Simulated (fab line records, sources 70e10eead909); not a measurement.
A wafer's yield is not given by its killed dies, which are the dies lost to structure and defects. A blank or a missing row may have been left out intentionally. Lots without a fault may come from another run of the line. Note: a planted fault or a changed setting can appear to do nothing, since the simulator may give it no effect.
The tool behind it: which one? | flow nand harc | Sampling: 12 lots, 36 wafers, 6 of 1302 route steps

## WHAT EACH GAUGE READ, for each wafer
NHARC_P_GATE_CD_MEAS_46 targets a cd of 720 nm.
lot  | measured     | on        | cd nm (nm)
L732 | day 5 19:31  | cd sem-03 | 717.7 718.3 721.4
L733 | day 6 00:32  | cd sem-03 | 721.4 720.9 720.4
L734 | day 6 06:19  | cd sem-03 | 720.6 720.9 720.4
L736 | day 7 07:27  | cd sem-03 | 721.6 721.1 719.2
L737 | day 7 12:17  | cd sem-01 | 719.6 720.1 720.4
L738 | day 8 04:29  | cd sem-01 | 721.6 719.8 720.7
L740 | day 8 16:01  | cd sem-01 | 719.9 719.2 719.2
L743 | day 9 22:35  | cd sem-01 | 721.4 721.3 718.3
L744 | day 10 16:31 | cd sem-01 | - - -
L748 | day 12 05:58 | cd sem-03 | 720.1 721.1 720.3
L754 | day 14 11:39 | cd sem-01 | 720.4 718.8 719.7
L755 | day 15 04:02 | cd sem-03 | 717.4 722.5 721.7

NHARC_END_SORT_01.
lot  | measured     | on        | killed at array | killed at other | killed at periphery | killed dies | killed open | killed short
L744 | day 29 18:56 | prober-01 | 64 55 62        | 3 1 3           | 610 621 612         | 677 677 677 | 3 2 3       | 1 3 3

## WHAT TOOL EACH LOT RAN ON (gives the tool, then ch and the chambers of the sampled wafers, and finally the start)
lot  | NHARC_P_ZERO_WELL_RTA_42         | NHARC_P_GATE_EXPOSE_43            | NHARC_P_GATE_DESCUM_61             | NHARC_P_GATE_STRIP_95
L732 | rtp anneal-02 ch 0, day 2 03:02  | krf scanner-01 ch 0, day 5 19:22  | rie diel-02 ch 2,3, day 5 21:20    | plasma asher-02 ch 0,1, day 6 00:11
L733 | rtp anneal-01 ch 0, day 2 13:20  | krf scanner-04 ch 0, day 6 00:23  | rie diel-09 ch 1,2,3, day 6 02:29  | plasma asher-01 ch 0,1, day 6 05:19
L734 | rtp anneal-01 ch 0, day 2 23:01  | krf scanner-01 ch 0, day 6 06:10  | rie diel-12 ch 0,1,2, day 6 08:10  | plasma asher-02 ch 0,1, day 6 10:51
L736 | rtp anneal-01 ch 0, day 3 19:05  | krf scanner-04 ch 0, day 7 07:17  | rie diel-09 ch 1,3, day 7 09:22    | plasma asher-01 ch 0,1, day 7 12:10
L737 | rtp anneal-02 ch 0, day 4 04:57  | krf scanner-01 ch 0, day 7 12:08  | rie diel-02 ch 1,3, day 7 14:18    | plasma asher-01 ch 0,1, day 7 16:58
L738 | rtp anneal-01 ch 0, day 4 18:08  | krf scanner-04 ch 0, day 8 04:20  | rie diel-09 ch 0,2,3, day 8 06:26  | plasma asher-02 ch 0,1, day 8 09:08
L740 | rtp anneal-02 ch 0, day 5 10:54  | krf scanner-03 ch 0, day 8 15:52  | rie diel-09 ch 0,2, day 8 17:56    | plasma asher-02 ch 0,1, day 8 20:43
L743 | rtp anneal-02 ch 0, day 6 17:05  | krf scanner-03 ch 0, day 9 22:26  | rie diel-02 ch 2,3, day 10 00:22   | plasma asher-02 ch 0,1, day 10 03:13
L744 | rtp anneal-01 ch 0, day 7 03:13  | krf scanner-01 ch 0, day 10 16:21 | rie diel-12 ch 1,2,3, day 10 18:28 | plasma asher-01 ch 0, day 10 21:10
L748 | rtp anneal-02 ch 0, day 8 18:59  | krf scanner-04 ch 0, day 12 05:48 | rie diel-09 ch 0,2,3, day 12 07:53 | plasma asher-02 ch 0,1, day 12 10:41
L754 | rtp anneal-01 ch 0, day 11 06:53 | krf scanner-01 ch 0, day 14 11:30 | rie diel-12 ch 1,2,3, day 14 13:34 | plasma asher-01 ch 0,1, day 14 16:13
L755 | rtp anneal-02 ch 0, day 11 17:05 | krf scanner-04 ch 0, day 15 03:52 | rie diel-12 ch 0,1,3, day 15 05:56 | plasma asher-02 ch 0,1, day 15 08:44
- NHARC_P_ZERO_WELL_RTA_42: time 300 s.
- NHARC_P_GATE_EXPOSE_43: exposes mask P NSD, target cd 720 nm.
- NHARC_P_GATE_DESCUM_61: chemistry O2, time 3 s.
- NHARC_P_GATE_STRIP_95: strips in O2.

## WHAT THE TOOLS THEMSELVES READ (means of the sampled wafers that have a number; where no wafer has one, the mark that the record gives instead)
NHARC_P_ZERO_WELL_RTA_42.
lot  | tool          | lamp power pct (%) | lamp_zone_7_pct (%) | wafer_temp_C_max
L732 | rtp anneal-02 | 34.4               | 34.8                | 1105.2
L733 | rtp anneal-01 | 39.2               | 39.5                | 1103.7
L734 | rtp anneal-01 | 39.2               | 39.5                | 1103.2
L736 | rtp anneal-01 | 39.2               | 39.5                | 1103.0
L737 | rtp anneal-02 | 34.4               | 34.7                | 1105.2
L738 | rtp anneal-01 | 39.2               | 39.5                | 1103.0
L740 | rtp anneal-02 | 34.4               | 34.7                | 1106.2
L743 | rtp anneal-02 | 34.4               | 34.7                | 1105.1
L744 | rtp anneal-01 | 39.1               | 39.6                | 1103.2
L748 | rtp anneal-02 | 34.4               | 34.7                | 1105.2
L754 | rtp anneal-01 | 39.2               | 39.6                | 1103.6
L755 | rtp anneal-02 | 34.4               | 34.7                | 1105.1

NHARC_P_GATE_DESCUM_61.
lot  | tool        | drypump motor current A (A) | oes product au (a.u.) | rf vpp V (V) | showerhead plenum p Torr (Torr) | throttle valve pct (%)
L732 | rie diel-02 | 5.5                         | 1.003                 | 57.6         | 1.88                            | 11.316
L733 | rie diel-09 | 5.7                         | 1.002                 | 58.4         | 2.00                            | 11.317
L734 | rie diel-12 | 5.6                         | 0.990                 | 58.0         | 1.86                            | 11.317
L736 | rie diel-09 | 5.5                         | 1.001                 | 58.4         | 1.97                            | 11.312
L737 | rie diel-02 | 5.7                         | 0.990                 | 57.1         | 1.89                            | 11.311
L738 | rie diel-09 | 5.7                         | 0.995                 | 58.5         | 1.93                            | 11.305
L740 | rie diel-09 | 5.5                         | 1.000                 | 58.1         | 1.90                            | 11.304
L743 | rie diel-02 | 5.5                         | 0.998                 | 57.2         | 1.88                            | 11.309
L744 | rie diel-12 | 5.6                         | 0.992                 | 57.6         | 1.86                            | 11.318
L748 | rie diel-09 | 5.7                         | 1.011                 | 57.1         | 1.93                            | 11.301
L754 | rie diel-12 | 5.6                         | 0.994                 | 57.9         | 1.86                            | 11.305
L755 | rie diel-12 | 5.5                         | 1.008                 | 57.1         | 1.83                            | 11.304

NHARC_P_GATE_STRIP_95.
lot  | tool            | drypump motor current A (A) | heater power w (W) | rf refl power W (W)
L732 | plasma asher-02 | 6.0                         | 288                | 17
L733 | plasma asher-01 | 5.2                         | 318                | 14
L734 | plasma asher-02 | 6.1                         | 306                | 16
L736 | plasma asher-01 | 5.1                         | 319                | 14
L737 | plasma asher-01 | 5.5                         | 332                | 17
L738 | plasma asher-02 | 6.0                         | 293                | 17
L740 | plasma asher-02 | 6.0                         | 290                | 17
L743 | plasma asher-02 | 6.1                         | 313                | 15
L744 | plasma asher-01 | 4.8                         | 314                | 11
L748 | plasma asher-02 | 6.1                         | 293                | 15
L754 | plasma asher-01 | 5.5                         | 319                | 18
L755 | plasma asher-02 | 6.0                         | 276                | 17

## THE ANSWER, worked out from the rows above alone
Rule: usual is defined by the lots themselves. Put in order of their means at a reading, lots are off if they are a third of the lots or fewer, leave a main group of 4 or more, and stand apart from it by a gap of 3 or more times the standard deviation of the main group's means; of several such gaps the widest counts. A main group whose means are all the same, to the digits that the tables above print for the reading, isn't used. Also off: a lot with no number at a reading for which 4 or more lots have one. Any other lot the step has rows for is counted as sound. The gauges are gone through in route order, then the tools' own readings, and for those a lot's mean is taken as printed above. The first step at which some lot is off is used, and at that step the reading that is off furthest; a lot without a number counts as furthest.
Off, at NHARC_P_GATE_CD_MEAS_46 on cd nm: L744. Without a number there: L744. The main group has a mean of 720.2 nm with a standard deviation of 0.56.
If a tool, at a process step before that reading, ran all the lots that are off and no sound lot after the first of them, it fits. Those tools and the gauges at NHARC_P_GATE_CD_MEAS_46 are tried in the same way. No candidate that was tried fits.

## WHAT THE SIMULATOR PUT IN
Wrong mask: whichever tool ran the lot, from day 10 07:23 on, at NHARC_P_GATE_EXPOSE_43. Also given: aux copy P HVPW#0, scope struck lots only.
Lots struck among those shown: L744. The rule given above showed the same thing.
